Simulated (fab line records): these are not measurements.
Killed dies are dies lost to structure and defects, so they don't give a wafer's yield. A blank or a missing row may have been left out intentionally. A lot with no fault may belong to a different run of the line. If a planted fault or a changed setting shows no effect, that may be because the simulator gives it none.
Matching of chambers + flow nand_harc + NHARC_P_M0_PRE_CLEAN_31 on pecvd-04 has 3 sister chambers
The step time 12 s. 3 wafers are shown with their chamber, then 8 later ones without.

## WAFERS PAIRED WITH THEIR CHAMBERS
| wafer  | chamber | heater_power_w (W) |
|--------|---------|--------------------|
| L095.4 | 0       | 755                |
| L095.6 | 1       | 594                |
| L096.2 | 2       | 595                |

## WAFERS WHOSE CHAMBER IS MISSING
| wafer  | heater_power_w (W) |
|--------|--------------------|
| L096.3 | 578                |
| L096.5 | 587                |
| L097.1 | 684                |
| L097.2 | 710                |
| L097.6 | 721                |
| L097.3 | 644                |
| L097.4 | 644                |
| L097.5 | 679                |

## EACH ONE'S CHAMBER
| wafer  | from the rows above          | in truth |
|--------|------------------------------|----------|
| L096.3 | can't be placed: 1 or 2      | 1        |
| L096.5 | can't be placed: 1 or 2      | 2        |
| L097.1 | can't be placed: 0 or 2 or 1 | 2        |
| L097.2 | can't be placed: 0 or 2 or 1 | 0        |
| L097.6 | can't be placed: 0 or 2 or 1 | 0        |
| L097.3 | can't be placed: 2 or 1 or 0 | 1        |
| L097.4 | can't be placed: 2 or 1 or 0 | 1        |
| L097.5 | can't be placed: 0 or 2 or 1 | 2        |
0 of 8 placed correctly. Unplaceable from these rows: 8, with the true chamber sitting among the candidates in 8. 0 placed wrongly.
How it was worked out, from the rows above alone: a wafer's distance from a chamber is the root of the sum, over the readings, of the square of ((its reading less the chamber's mean) divided by the reading's scatter). The wafer belongs to the nearest chamber; if the next one is less than 2 further off, it can't be placed. A chamber's mean is the mean of its shown wafers. The scatter (one wafer shown for each chamber): square how far every hidden wafer sits from the nearest shown wafer, average those squares and take the square root.
